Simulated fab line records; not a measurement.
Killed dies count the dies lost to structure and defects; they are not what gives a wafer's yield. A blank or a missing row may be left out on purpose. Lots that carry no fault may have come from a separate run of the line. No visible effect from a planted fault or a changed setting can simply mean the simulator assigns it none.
A lot that was struck, set against a sound lot    flow n5_finfet    16 out of 1938 route steps
Sound: the wafers L733.2, L733.3, L733.4. Struck: wafer L736.4 (L736.1, L736.5, from the same lot, were not struck and are left out); the cause is given at the end.
Each step with rows lists, per side, the tool, then ch with its chambers, then its first start. Under that, the readings that differ: sound wafers    struck wafers    difference of the means    sigmas: that difference in standard deviations of wafers without a fault.
alike: readings with means less than 2 such deviations apart, plus words and numbers identical on both sides. not compared: withheld readings, readings lacking a value on some wafer, bounds such as >300 that could conceal the same value, and numbers that have no deviation in the record and whose values overlap.
The two part at a step that has a row with sigmas, a row that says differs or no value, or rows on one side only. When numbers do not overlap yet have no deviation, they are printed without sigmas and do not part them. A reading that every wafer of one side lacks parts them only if that side has two wafers or more.

N5_GATE_CUT_ETCH_37: etches SOC in N2/H2, target depth 60 nm, overetch 12 nm, time 90 s.
  sound on rie_diel-04 ch 0,1,3, day 7 18:22; struck on rie_diel-04 ch 2, day 8 10:44
  alike: bias_w, drypump_motor_current_A, oes_product_au, rf_vpp_V, showerhead_plenum_p_Torr, throttle_valve_pct
  not compared: rf_hours_counter_h
then, 3 steps without rows for these wafers: N5_GATE_CUT_STRIP_38 (strips in N2/H2); N5_GATE_CUT_STRIP_39 (strips in N2/H2); N5_GATE_CUT_HM_OPEN_40 (chemistry C4F6/O2, target SiO2, target depth 139 nm, time 85.1 s).
N5_GATE_CUT_STRIP_41: strips in CF4.
  sound on rie_diel-04 ch 0,1,3, day 7 18:30; struck on rie_diel-04 ch 2, day 8 10:53
  alike: drypump_motor_current_A, oes_product_au, rf_vpp_V, showerhead_plenum_p_Torr, throttle_valve_pct
  not compared: rf_hours_counter_h
then, 1 step without rows for these wafers: N5_GATE_CUT_STRIP_42 (strips in O2).
N5_GATE_CUT_ETCH_19: etches SiNx in CH3F/O2, target depth 53.7 nm, time 76.7 s.
  sound on rie_diel-04 ch 0,1,3, day 7 18:34; struck on rie_diel-04 ch 2, day 8 10:56
  alike: bias_w, drypump_motor_current_A, etch_rf_on_time_s, oes_product_au, rf_vpp_V, showerhead_plenum_p_Torr, throttle_valve_pct
  not compared: rf_hours_counter_h
N5_GATE_CUT_CUT_ETCH_53: etches W in SF6/Cl2, target depth 79.2 nm.
  sound on rie_metal-03 ch 0,1, day 7 18:40; struck on rie_metal-03 ch 1, day 8 11:02
  alike: bias_w, drypump_motor_current_A, etch_rf_on_time_s, oes_product_au, throttle_valve_pct
  not compared: rf_hours_counter_h
then, 3 steps without rows for these wafers: N5_GATE_CUT_CUT_ETCH_54 (etches TiN in Cl2/BCl3, target depth 96.7 nm); N5_GATE_CUT_CUT_ETCH_55 (etches HfO2 in BCl3, target depth 3.2 nm); N5_GATE_CUT_ETCH_47 (etches SiO2 in Cl2/BCl3, target depth 10 nm).
N5_GATE_CUT_VAPOR_ETCH_48: etches TiN in BCl3/Cl2.
  sound on rie_metal-03 ch 0,1, day 7 18:51; struck on rie_metal-03 ch 1, day 8 11:13
  alike: drypump_motor_current_A, oes_product_au
N5_GATE_CUT_VAPOR_ETCH_49: etches TiAlC in BCl3/Cl2.
  sound on rie_metal-03 ch 0,1, day 7 18:53; struck on rie_metal-03 ch 1, day 8 11:15
reading                sound           struck  difference  sigmas
oes_product_au (a.u.)  0.86 0.85 0.74  1.13    +0.31       +3
  alike: drypump_motor_current_A
then, 1 step without rows for these wafers: N5_GATE_CUT_VAPOR_ETCH_51 (etches HfO2 in BCl3/Cl2).
-- record jumps: 4 days separate the struck wafers' starts on either side; left off in module GATE_CUT, taken up again in module BEOL_M4, whose first shown step is the route's number 1111 --
N5_BEOL_M4_RC_MEAS_101:
  sound on prober-01 ch 0, day 11 01:55; struck on prober-01 ch 0, day 12 11:23
  alike: DIBL_N, DIBL_P, IOFF_N, IOFF_P, ION_N, ION_P, SS_N, SS_P, VT_N, VT_P
-- here the record skips 4 days between the struck wafers' starts before and after, leaving off in module BEOL_M4 and picking up in module PASSIVATION (first step shown: number 1936 of the route) --
N5_PASSIVATION_PROBE_49:
  sound on prober-02 at day 15 13:58; struck on prober-02 at day 16 20:23
  alike: defect_limited_yield, killed_at_M0_to_M3, killed_at_M4_up, killed_at_contacts, killed_at_front_end, killed_at_other, killed_dies, killed_on_rim, killed_open, killed_short, sort_bin_5_function, sort_bin_6_memory, sort_n_pass, sort_yield_pct

## WHERE THEY PART
At N5_GATE_CUT_VAPOR_ETCH_49 and nowhere else, as far as this record goes. Later steps at which nothing parts them and some readings are alike: N5_BEOL_M4_RC_MEAS_101, N5_PASSIVATION_PROBE_49.

WHY: what the simulator had put in
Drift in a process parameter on rie_metal-03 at N5_GATE_CUT_VAPOR_ETCH_49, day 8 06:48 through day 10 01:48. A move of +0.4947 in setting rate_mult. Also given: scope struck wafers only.
